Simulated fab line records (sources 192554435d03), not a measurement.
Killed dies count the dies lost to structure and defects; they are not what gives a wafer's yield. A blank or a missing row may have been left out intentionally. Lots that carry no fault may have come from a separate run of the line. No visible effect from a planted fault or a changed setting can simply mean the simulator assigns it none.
Lot-split experiment || flow n5 finfet || route with 1938 steps; 7 lots, 21 wafers read

SPLIT DETAILS
At N5_DUMMY_GATE_HM_DEP_06 (deposits SiNx from DCS/NH3, target thk 80 nm, time 5141 s), the setting time s was moved away from the recipe's 5141 s on 12 of the 21 wafers read, by -10.0% to +4.1%. This setting was run at the recipe's value on the other wafers.

The split's own step is where the reading is taken.

THE READING
SiNx_of_DUMMY_GATE_HM_DEP_06.thk nm (the simulator's own value, which no gauge read), in nm, at N5_DUMMY_GATE_HM_DEP_06 (deposits SiNx from DCS/NH3, target thk 80 nm, time 5141 s). No usual value for it is given in the file. Average 80.4 nm, standard deviation 0.69 nm, over the 9 wafers here run with the recipe.

{"wafer": "L076.1", "tool, chamber at the split": "-, -", "time s as run, s": 5350, "against the recipe": "+4.1%", "SiNx_of_DUMMY_GATE_HM_DEP_06.thk nm, nm": 85, "against lot-mates on the recipe": "no lot-mate on the recipe"}
{"wafer": "L076.2", "tool, chamber at the split": "-, -", "time s as run, s": 5350, "against the recipe": "+4.1%", "SiNx_of_DUMMY_GATE_HM_DEP_06.thk nm, nm": 84.6, "against lot-mates on the recipe": "no lot-mate on the recipe"}
{"wafer": "L076.5", "tool, chamber at the split": "-, -", "time s as run, s": 5350, "against the recipe": "+4.1%", "SiNx_of_DUMMY_GATE_HM_DEP_06.thk nm, nm": 84.2, "against lot-mates on the recipe": "no lot-mate on the recipe"}
{"wafer": "L077.2", "tool, chamber at the split": "-, -", "time s as run, s": 4628, "against the recipe": "-10.0%", "SiNx_of_DUMMY_GATE_HM_DEP_06.thk nm, nm": 72.8, "against lot-mates on the recipe": "no lot-mate on the recipe"}
{"wafer": "L077.3", "tool, chamber at the split": "-, -", "time s as run, s": 4628, "against the recipe": "-10.0%", "SiNx_of_DUMMY_GATE_HM_DEP_06.thk nm, nm": 73.4, "against lot-mates on the recipe": "no lot-mate on the recipe"}
{"wafer": "L077.4", "tool, chamber at the split": "-, -", "time s as run, s": 4628, "against the recipe": "-10.0%", "SiNx_of_DUMMY_GATE_HM_DEP_06.thk nm, nm": 73, "against lot-mates on the recipe": "no lot-mate on the recipe"}
{"wafer": "L085.2", "tool, chamber at the split": "-, -", "time s as run, s": 4699, "against the recipe": "-8.6%", "SiNx_of_DUMMY_GATE_HM_DEP_06.thk nm, nm": 73.2, "against lot-mates on the recipe": "no lot-mate on the recipe"}
{"wafer": "L085.3", "tool, chamber at the split": "-, -", "time s as run, s": 4699, "against the recipe": "-8.6%", "SiNx_of_DUMMY_GATE_HM_DEP_06.thk nm, nm": 74, "against lot-mates on the recipe": "no lot-mate on the recipe"}
{"wafer": "L085.5", "tool, chamber at the split": "-, -", "time s as run, s": 4699, "against the recipe": "-8.6%", "SiNx_of_DUMMY_GATE_HM_DEP_06.thk nm, nm": 74.4, "against lot-mates on the recipe": "no lot-mate on the recipe"}
{"wafer": "L089.1", "tool, chamber at the split": "-, -", "time s as run, s": 4877, "against the recipe": "-5.1%", "SiNx_of_DUMMY_GATE_HM_DEP_06.thk nm, nm": 76.8, "against lot-mates on the recipe": "no lot-mate on the recipe"}
{"wafer": "L089.4", "tool, chamber at the split": "-, -", "time s as run, s": 4877, "against the recipe": "-5.1%", "SiNx_of_DUMMY_GATE_HM_DEP_06.thk nm, nm": 77, "against lot-mates on the recipe": "no lot-mate on the recipe"}
{"wafer": "L089.5", "tool, chamber at the split": "-, -", "time s as run, s": 4877, "against the recipe": "-5.1%", "SiNx_of_DUMMY_GATE_HM_DEP_06.thk nm, nm": 76.6, "against lot-mates on the recipe": "no lot-mate on the recipe"}
{"wafer": "L094.2", "tool, chamber at the split": "-, -", "time s as run, s": 5141, "against the recipe": "recipe", "SiNx_of_DUMMY_GATE_HM_DEP_06.thk nm, nm": 80.6, "against lot-mates on the recipe": "-"}
{"wafer": "L094.6", "tool, chamber at the split": "-, -", "time s as run, s": 5141, "against the recipe": "recipe", "SiNx_of_DUMMY_GATE_HM_DEP_06.thk nm, nm": 80.6, "against lot-mates on the recipe": "-"}
{"wafer": "L094.4", "tool, chamber at the split": "-, -", "time s as run, s": 5141, "against the recipe": "recipe", "SiNx_of_DUMMY_GATE_HM_DEP_06.thk nm, nm": 82, "against lot-mates on the recipe": "-"}
{"wafer": "L096.2", "tool, chamber at the split": "lpcvd-02, 0/95,0/109,0/114", "time s as run, s": 5141, "against the recipe": "recipe", "SiNx_of_DUMMY_GATE_HM_DEP_06.thk nm, nm": 80.4, "against lot-mates on the recipe": "-"}
{"wafer": "L096.5", "tool, chamber at the split": "lpcvd-02, 0/95,0/109,0/114", "time s as run, s": 5141, "against the recipe": "recipe", "SiNx_of_DUMMY_GATE_HM_DEP_06.thk nm, nm": 80.4, "against lot-mates on the recipe": "-"}
{"wafer": "L096.6", "tool, chamber at the split": "lpcvd-02, 0/95,0/109,0/114", "time s as run, s": 5141, "against the recipe": "recipe", "SiNx_of_DUMMY_GATE_HM_DEP_06.thk nm, nm": 80.4, "against lot-mates on the recipe": "-"}
{"wafer": "L097.2", "tool, chamber at the split": "-, -", "time s as run, s": 5141, "against the recipe": "recipe", "SiNx_of_DUMMY_GATE_HM_DEP_06.thk nm, nm": 79.4, "against lot-mates on the recipe": "-"}
{"wafer": "L097.4", "tool, chamber at the split": "-, -", "time s as run, s": 5141, "against the recipe": "recipe", "SiNx_of_DUMMY_GATE_HM_DEP_06.thk nm, nm": 79.6, "against lot-mates on the recipe": "-"}
{"wafer": "L097.5", "tool, chamber at the split": "-, -", "time s as run, s": 5141, "against the recipe": "recipe", "SiNx_of_DUMMY_GATE_HM_DEP_06.thk nm, nm": 80.4, "against lot-mates on the recipe": "-"}
When a row names more than one chamber, that row covers several wafers, and the file does not tell which wafer ran in which chamber.

FIT RESULTS
A straight line over all 21 wafers: SiNx_of_DUMMY_GATE_HM_DEP_06.thk nm changes by +0.793 nm for each +1% of time s; r = +0.99; the points scatter about the line by 0.65 nm.
Too few moved wafers have a lot-mate on the recipe to fit a line with each lot's own level taken away.

FILE'S OWN FIT
SiNx_of_DUMMY_GATE_HM_DEP_06.thk nm changes by +0.793 nm for each +1% of time s, r = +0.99.
